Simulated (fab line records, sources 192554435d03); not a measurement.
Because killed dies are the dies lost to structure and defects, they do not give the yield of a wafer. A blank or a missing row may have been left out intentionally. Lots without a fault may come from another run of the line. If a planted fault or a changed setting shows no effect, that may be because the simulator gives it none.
fab line records + flow n5-finfet
[record]
- lots = 11
- wafers = 31
- last-day = 17
route steps=1938 shown BEOL_M11@1572 BEOL_M12@1608
lots untouched by any fault: they come from a run of this same line in which no faults occurred
start-h: the number of hours between the record's first day and the start of the first shown wafer of the lot + wait-h: hours elapsed since this lot's preceding step + " identical to the entry in the row above + L1.1+2: several wafers, shown together as one row + - no value, or no start given + * or withheld: withheld + < > ~ a bound
route shown NAME@n: NAME is a module with steps in the file, n the number in the route of the first one + usual: mean/standard deviation of fault-free wafers + same: alike in all rows + chamber/n: place in a boat + sites: readings site by site + _std_site: standard deviation across them + _edge_site: inner sites' mean taken away from outer sites' mean + radius-mm: for every site, how far away it sits from the centre of the wafer + mask NAME#n: copy n + behind: tool/chamber where the wafer was last shaped + hold: what put the lot on hold/how long, in hours/how the hold closed + device: which transistor (n, p or np) failed to switch + end of line: at the end of the route, the tests of the same wafers + a step with no rows: only its recipe + killed: at the first sort, the dies lost to defects and structure; wafer yield is something else + map: shows each die of a wafer: x if killed, . if not, _ if none is there
set.NAME: setting as actually run; set.NAME@STEP: the setting as run at that earlier step + model.NAME: the simulator's own value behind a step, which no gauge read
the route's steps for a sample of lots (tables are steps, rows are wafers)
services: from which hour (start-h, from the record's first day; less than 0 if before it) a tool's chamber was out of use, for how many hours, and why
[[steps]]
[step N5_BEOL_M11_ETCH_65]
[recipe]
- chemistry = CF4
- target = SiARC
- target-depth-a = 390
- mask-material = CAR-ArF
- time-s = 65
- ion-energy-ev = 80
- pressure-mtorr = 40
- source-w = 545
- bias-w = 36
- Ar_flow_sccm = 100
- cf4-flow-sccm = 100
- ends = cleared
[usual]
- drypump-motor-current-A = 5.9/0.5
- etch-rf-on-time-s = 65.1/1.2
- oes-product-au = 0.65/0.081
- rf-vpp-V = 184.1/1.2
- showerhead-plenum-p-Torr = 2.15/0.075
- throttle-valve-pct = 15.63/0.16
| lot.wafer | tool        | chamber | start-h | wait-h | drypump-motor-current-A | etch-rf-on-time-s | oes-product-au | rf-hours-counter-h | rf-vpp-V | showerhead-plenum-p-Torr | throttle-valve-pct |
|-----------|-------------|---------|---------|--------|-------------------------|-------------------|----------------|--------------------|----------|--------------------------|--------------------|
| L390.1    | rie-diel-03 | 1       | 225.75  | 0.0    | 6.5                     | 64.6              | 0.61           | 195                | 181.5    | 2.11                     | 15.73              |
| L390.2    | "           | 3       | "       | "      | 5.3                     | 66.9              | 0.61           | 186                | 183.8    | 2.04                     | 15.78              |
| L390.3    | "           | 2       | "       | "      | 5.3                     | 65.0              | 0.61           | 208                | 184.3    | 2.13                     | 15.50              |
| L397.1    | rie-diel-02 | 0       | 270.47  | 0.0    | 5.1                     | 66.0              | 0.66           | 129                | 185.4    | 2.24                     | 15.58              |
| L397.3    | "           | 2       | "       | "      | 6.1                     | 66.6              | 0.61           | 189                | 183.3    | 2.13                     | 15.63              |
| L397.5    | "           | 2       | "       | "      | 6.1                     | 67.2              | 0.60           | -                  | 184.1    | 2.13                     | 15.63              |
| L398.2    | rie-diel-04 | 0       | 272.70  | 0.0    | 6.3                     | 62.5              | 0.61           | 240                | 182.8    | 2.04                     | 16.08              |
| L398.3    | "           | 3       | "       | "      | 6.0                     | 63.4              | 0.60           | 205                | 184.4    | 2.21                     | 15.69              |
| L398.5    | "           | 1       | "       | "      | 6.0                     | 63.3              | 0.61           | -                  | 183.4    | 2.21                     | 15.72              |
| L396.2    | rie-diel-03 | 3       | 273.12  | 0.0    | 5.3                     | 66.0              | 0.60           | 202                | 182.6    | 2.03                     | 15.81              |
| L396.3    | "           | 2       | "       | "      | 5.3                     | 65.3              | 0.59           | 225                | 182.9    | 2.12                     | 15.53              |
| L396.6    | "           | 3       | "       | "      | 5.3                     | 66.0              | 0.60           | -                  | 182.5    | 2.03                     | 15.79              |
| L402.1    | rie-diel-03 | 0       | 303.40  | 0.0    | 5.9                     | 64.7              | 0.79           | 16                 | 184.4    | 2.28                     | 15.37              |
| L402.3    | "           | 1       | "       | "      | 6.5                     | 64.7              | 0.59           | 222                | 183.7    | 2.10                     | 15.78              |
| L402.4    | "           | 3       | "       | "      | 5.3                     | 66.4              | 0.60           | 211                | 182.8    | 2.03                     | 15.82              |
| L401.2    | rie-diel-04 | 3       | 307.62  | 0.0    | 5.9                     | 64.0              | 0.59           | 217                | 185.1    | 2.20                     | 15.70              |
| L401.3    | "           | 1       | "       | "      | 6.0                     | 64.5              | 0.60           | 198                | 185.0    | 2.21                     | 15.75              |
| L401.4    | "           | 2       | "       | "      | 5.4                     | 64.0              | 0.62           | -                  | 184.8    | 2.13                     | 15.69              |
| L403.3    | rie-diel-03 | 1       | 309.97  | 0.0    | 6.5                     | 64.7              | 0.59           | 224                | 183.1    | 2.10                     | 15.77              |
| L403.5    | "           | 3       | "       | "      | 5.3                     | 66.7              | 0.59           | -                  | 182.3    | 2.03                     | 15.81              |
| L404.2    | rie-diel-04 | 3       | 313.89  | 0.0    | 6.0                     | 64.0              | 0.58           | 220                | 186.5    | 2.20                     | 15.69              |
| L404.5    | "           | 2       | "       | "      | 5.4                     | 65.3              | 0.61           | -                  | 182.9    | 2.13                     | 15.71              |
| L410.2    | rie-diel-04 | 3       | 345.38  | 0.0    | 5.9                     | 63.4              | 0.58           | 230                | 185.7    | 2.20                     | 15.72              |
| L410.5    | "           | 2       | "       | "      | 5.4                     | 63.7              | 0.61           | -                  | 183.0    | 2.12                     | 15.72              |
| L410.6    | "           | 3       | "       | "      | 5.9                     | 63.6              | 0.58           | -                  | 184.2    | 2.20                     | 15.72              |
| L412.4    | rie-diel-03 | 2       | 361.17  | 0.0    | 5.3                     | 65.0              | 0.58           | -                  | 184.0    | 2.11                     | 15.60              |
| L412.5    | "           | 1       | "       | "      | 6.4                     | 63.9              | 0.59           | -                  | 183.3    | 2.10                     | 15.81              |
| L412.6    | "           | 0       | "       | "      | 5.9                     | 63.5              | 0.75           | -                  | 184.7    | 2.27                     | 15.41              |
| L413.1    | rie-diel-03 | 1       | 371.04  | 0.0    | 6.5                     | 65.0              | 0.57           | 247                | 183.3    | 2.09                     | 15.82              |
| L413.2    | "           | 3       | "       | "      | 5.3                     | 65.9              | 0.59           | 229                | 181.9    | 2.02                     | 15.87              |
| L413.6    | "           | 1       | "       | "      | 6.5                     | 64.8              | 0.58           | -                  | 183.6    | 2.09                     | 15.81              |
[step N5_BEOL_M11_CURE_72]
[recipe]
- temp-c = 370
- time-s = 120
- ambient = DMADMS/He
- material = SiCOH_lowk
[usual]
- lamp-power-pct = 52.31/0.055
- wafer_temp_C_max = 371.9/0.68
| lot.wafer | tool       | chamber | start-h | wait-h | lamp-power-pct | wafer_temp_C_max |
|-----------|------------|---------|---------|--------|----------------|------------------|
| L390.1    | uv-cure-01 | 2       | 226.40  | 0.0    | 52.24          | 372.2            |
| L390.2    | "          | 2       | "       | "      | 52.31          | 371.1            |
| L390.3    | "          | 2       | "       | "      | 52.28          | 371.4            |
| L397.1    | uv-cure-01 | 1       | 271.13  | 0.0    | 52.30          | 372.0            |
| L397.3    | "          | 1       | "       | "      | 52.28          | 372.5            |
| L397.5    | "          | 1       | "       | "      | 52.31          | 373.1            |
| L398.2    | uv-cure-01 | 2       | 273.46  | 0.1    | 52.39          | 371.9            |
| L398.3    | "          | 2       | "       | "      | 52.26          | 371.9            |
| L398.5    | "          | 2       | "       | "      | 52.38          | 372.1            |
| L396.2    | uv-cure-02 | 0       | 273.82  | 0.1    | 52.29          | 371.6            |
| L396.3    | "          | 0       | "       | "      | 52.37          | 371.8            |
| L396.6    | "          | 0       | "       | "      | 52.36          | 372.1            |
| L402.1    | uv-cure-01 | 0       | 304.22  | 0.2    | 52.28          | 371.0            |
| L402.3    | "          | 0       | "       | "      | 52.38          | 371.0            |
| L402.4    | "          | 0       | "       | "      | 52.32          | 370.9            |
| L401.2    | uv-cure-03 | 1       | 308.33  | 0.1    | 52.26          | 372.0            |
| L401.3    | "          | 1       | "       | "      | 52.30          | 371.6            |
| L401.4    | "          | 1       | "       | "      | 52.35          | 371.2            |
| L403.3    | uv-cure-01 | 0       | 310.73  | 0.1    | 52.35          | 370.8            |
| L403.5    | "          | 0       | "       | "      | 52.28          | 371.2            |
| L404.2    | uv-cure-02 | 1       | 314.60  | 0.1    | 52.20          | 371.1            |
| L404.5    | "          | 1       | "       | "      | 52.36          | 371.4            |
| L410.2    | uv-cure-02 | 1       | 346.13  | 0.1    | 52.27          | 371.5            |
| L410.5    | "          | 1       | "       | "      | 52.36          | 371.4            |
| L410.6    | "          | 1       | "       | "      | 52.41          | 371.1            |
| L412.4    | uv-cure-02 | 0       | 362.10  | 0.3    | 52.36          | 371.5            |
| L412.5    | "          | 0       | "       | "      | 52.20          | 371.2            |
| L412.6    | "          | 0       | "       | "      | 52.28          | 371.5            |
| L413.1    | uv-cure-03 | 2       | 371.70  | 0.0    | 52.36          | 373.9            |
| L413.2    | "          | 2       | "       | "      | 52.19          | 373.5            |
| L413.6    | "          | 2       | "       | "      | 52.28          | 373.3            |
[step N5_BEOL_M11_SURFACE_TREAT_76]
[recipe]
- gas = Ar
- time-s = *
- ion-energy-ev = *
- ion-current-ma-cm2 = 0.5
- pressure-mtorr = *
- ar-flow-sccm = 30
[usual]
- ar-flow-sccm = 30.00/0.091
- throttle-valve-pct = *
| lot.wafer | tool           | chamber | start-h | wait-h | ar-flow-sccm | throttle-valve-pct |
|-----------|----------------|---------|---------|--------|--------------|--------------------|
| L390.1    | pvd-sputter-02 | -       | 227.74  | 0.6    | 30.18        | *                  |
| L390.2    | "              | -       | "       | "      | 30.14        | *                  |
| L390.3    | "              | -       | "       | "      | 30.06        | *                  |
| L397.1    | pvd-sputter-03 | -       | 272.18  | 0.2    | 30.07        | *                  |
| L397.3    | "              | -       | "       | "      | 29.95        | *                  |
| L397.5    | "              | -       | "       | "      | 29.95        | *                  |
| L398.2    | pvd-sputter-02 | -       | 275.00  | 0.2    | 29.79        | *                  |
| L398.3    | "              | -       | "       | "      | 30.04        | *                  |
| L398.5    | "              | -       | "       | "      | 29.82        | *                  |
| L396.2    | pvd-sputter-01 | -       | 275.25  | 0.2    | 29.96        | *                  |
| L396.3    | "              | -       | "       | "      | 30.05        | *                  |
| L396.6    | "              | -       | "       | "      | 29.95        | *                  |
| L402.1    | pvd-sputter-03 | -       | 305.45  | 0.2    | 29.88        | *                  |
| L402.3    | "              | -       | "       | "      | 29.98        | *                  |
| L402.4    | "              | -       | "       | "      | 30.03        | *                  |
| L401.2    | pvd-sputter-02 | -       | 309.17  | 0.2    | 30.06        | *                  |
| L401.3    | "              | -       | "       | "      | 30.05        | *                  |
| L401.4    | "              | -       | "       | "      | 29.88        | *                  |
| L403.3    | pvd-sputter-03 | -       | 312.79  | 0.2    | 29.92        | *                  |
| L403.5    | "              | -       | "       | "      | 30.06        | *                  |
| L404.2    | pvd-sputter-01 | -       | 315.50  | 0.2    | 29.92        | *                  |
| L404.5    | "              | -       | "       | "      | 29.84        | *                  |
| L410.2    | pvd-sputter-03 | -       | 347.28  | 0.2    | 30.10        | *                  |
| L410.5    | "              | -       | "       | "      | 30.03        | *                  |
| L410.6    | "              | -       | "       | "      | 29.83        | *                  |
| L412.4    | pvd-sputter-03 | -       | 363.00  | 0.3    | 29.87        | *                  |
| L412.5    | "              | -       | "       | "      | 29.99        | *                  |
| L412.6    | "              | -       | "       | "      | 30.14        | *                  |
| L413.1    | pvd-sputter-01 | -       | 372.68  | 0.2    | 30.17        | *                  |
| L413.2    | "              | -       | "       | "      | 30.06        | *                  |
| L413.6    | "              | -       | "       | "      | 30.09        | *                  |
[step N5_BEOL_M12_EXPOSE_07]
[recipe]
- mask-id = V11
- na = 0.93
- source-shape = conventional
- sigma-outer = 0.6
- polarization = unpolarized
- attpsm-phase-deg = 180
- dose-mj = 32.5
| lot.wafer  | tool           | chamber | start-h | wait-h | mask  |
|------------|----------------|---------|---------|--------|-------|
| L390.1+2+3 | krf-scanner-02 | 0       | 229.31  | -      | V11#0 |
| L397.1+3+5 | krf-scanner-01 | 0       | 275.02  | -      | V11#0 |
| L398.2+3+5 | krf-scanner-02 | 0       | 276.91  | -      | V11#0 |
| L396.2+3+6 | krf-scanner-02 | 0       | 277.33  | -      | V11#0 |
| L402.1+3+4 | krf-scanner-01 | 0       | 307.09  | -      | V11#0 |
| L401.2+3+4 | krf-scanner-01 | 0       | 310.84  | -      | V11#0 |
| L403.3+5   | krf-scanner-02 | 0       | 314.36  | -      | V11#0 |
| L404.2+5   | krf-scanner-02 | 0       | 318.70  | -      | V11#0 |
| L410.2+5+6 | krf-scanner-01 | 0       | 354.76  | -      | V11#0 |
| L412.4+5+6 | krf-scanner-01 | 0       | 365.07  | -      | V11#0 |
| L413.1+2+6 | krf-scanner-01 | 0       | 375.11  | -      | V11#0 |
[step N5_BEOL_M12_CD_MEAS_10]
[recipe]
- target-cd-nm = 140
- landing-energy-ev = 500
- detector = se-inlens
- polarity = opening
[usual]
- cd-nm = 140.7/1.9
[same]
- landing-energy-ev = 500
| lot.wafer | tool      | chamber | start-h | wait-h | cd-nm |
|-----------|-----------|---------|---------|--------|-------|
| L390.1    | cd-sem-03 | 0       | 229.48  | -      | 140.8 |
| L390.2    | "         | 0       | "       | "      | 145.9 |
| L390.3    | "         | 0       | "       | "      | 143.8 |
| L397.1    | cd-sem-03 | 0       | 275.19  | -      | 138.9 |
| L397.3    | "         | 0       | "       | "      | 141.5 |
| L397.5    | "         | 0       | "       | "      | 139.9 |
| L398.2    | cd-sem-01 | 0       | 277.07  | -      | 142.1 |
| L398.3    | "         | 0       | "       | "      | 139.1 |
| L398.5    | "         | 0       | "       | "      | 138.6 |
| L396.2    | cd-sem-03 | 0       | 277.50  | -      | 141.1 |
| L396.3    | "         | 0       | "       | "      | 142.4 |
| L396.6    | "         | 0       | "       | "      | 139.8 |
| L402.1    | cd-sem-02 | 0       | 307.26  | -      | 142.0 |
| L402.3    | "         | 0       | "       | "      | 141.3 |
| L402.4    | "         | 0       | "       | "      | 143.5 |
| L401.2    | cd-sem-02 | 0       | 311.00  | -      | 139.6 |
| L401.3    | "         | 0       | "       | "      | 137.7 |
| L401.4    | "         | 0       | "       | "      | 141.4 |
| L403.3    | cd-sem-02 | 0       | 314.53  | -      | 132.5 |
| L403.5    | "         | 0       | "       | "      | 141.6 |
| L404.2    | cd-sem-02 | 0       | 318.87  | -      | 127.9 |
| L404.5    | "         | 0       | "       | "      | 138.9 |
| L410.2    | cd-sem-03 | 0       | 354.93  | -      | 140.0 |
| L410.5    | "         | 0       | "       | "      | 140.3 |
| L410.6    | "         | 0       | "       | "      | 136.6 |
| L412.4    | cd-sem-02 | 0       | 365.23  | -      | 141.4 |
| L412.5    | "         | 0       | "       | "      | 142.0 |
| L412.6    | "         | 0       | "       | "      | 140.2 |
| L413.1    | cd-sem-01 | 0       | 375.29  | -      | 140.9 |
| L413.2    | "         | 0       | "       | "      | 138.3 |
| L413.6    | "         | 0       | "       | "      | 141.3 |
[[services]]
| tool           | chamber | start-h | hours | kind   |
|----------------|---------|---------|-------|--------|
| rie-diel-02    | 3       | 210.65  | 2.9   | repair |
| krf-scanner-02 | -       | 219.55  | 4.0   | pm     |
| uv-cure-03     | -       | 219.58  | 1.7   | repair |
| uv-cure-02     | -       | 220.53  | 7.5   | pm     |
| uv-cure-01     | -       | 230.22  | 6.0   | pm     |
| krf-scanner-01 | -       | 238.14  | 4.0   | pm     |
| krf-scanner-02 | -       | 244.30  | 1.0   | pm     |
| rie-diel-04    | 2       | 248.97  | 8.5   | repair |
| rie-diel-02    | 3       | 249.69  | 7.0   | repair |
| uv-cure-02     | -       | 264.74  | 2.1   | pm     |
| krf-scanner-02 | -       | 273.11  | 1.3   | pm     |
| pvd-sputter-03 | -       | 279.46  | 4.2   | repair |
| krf-scanner-01 | -       | 282.13  | 1.0   | pm     |
| krf-scanner-01 | -       | 299.88  | 2.2   | repair |
| uv-cure-02     | -       | 303.70  | 6.0   | pm     |
| rie-diel-04    | 2       | 316.38  | 2.4   | repair |
| krf-scanner-02 | -       | 323.54  | 0.8   | pm     |
| krf-scanner-02 | -       | 326.94  | 36.0  | pm     |
| rie-diel-02    | 1       | 327.06  | 13.8  | repair |
| rie-diel-03    | 2       | 333.27  | 7.1   | repair |
| krf-scanner-01 | -       | 345.47  | 9.0   | repair |
| rie-diel-03    | 3       | 347.79  | 18.3  | repair |
| krf-scanner-01 | -       | 362.95  | 1.3   | pm     |
| uv-cure-02     | -       | 370.24  | 1.1   | repair |
[[key]]
[first-sign]
- step = N5_BEOL_M12_CD_MEAS_10
- reading = cd-nm
- direction = down
- sigmas = 5.5
- usual = 140.7
- struck = 130.2
effect none on later readings
met-at N5_BEOL_M12_EXPOSE_07
struck-lots L403,L404
struck-wafers L403.3,L404.2
not-acting-at N5_BEOL_M11_ETCH_65,N5_BEOL_M11_CURE_72,N5_BEOL_M11_SURFACE_TREAT_76
onset-between 277.33 314.36
[fault]
- kind = process-parameter-drift
- tool = krf-scanner-02
- chamber = -
- onset-h = 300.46
- steps = N5_BEOL_M12_EXPOSE_07
- channel = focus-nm
- offset = 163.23
- shape = step
- end-h = 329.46
- scope = struck-wafers-only
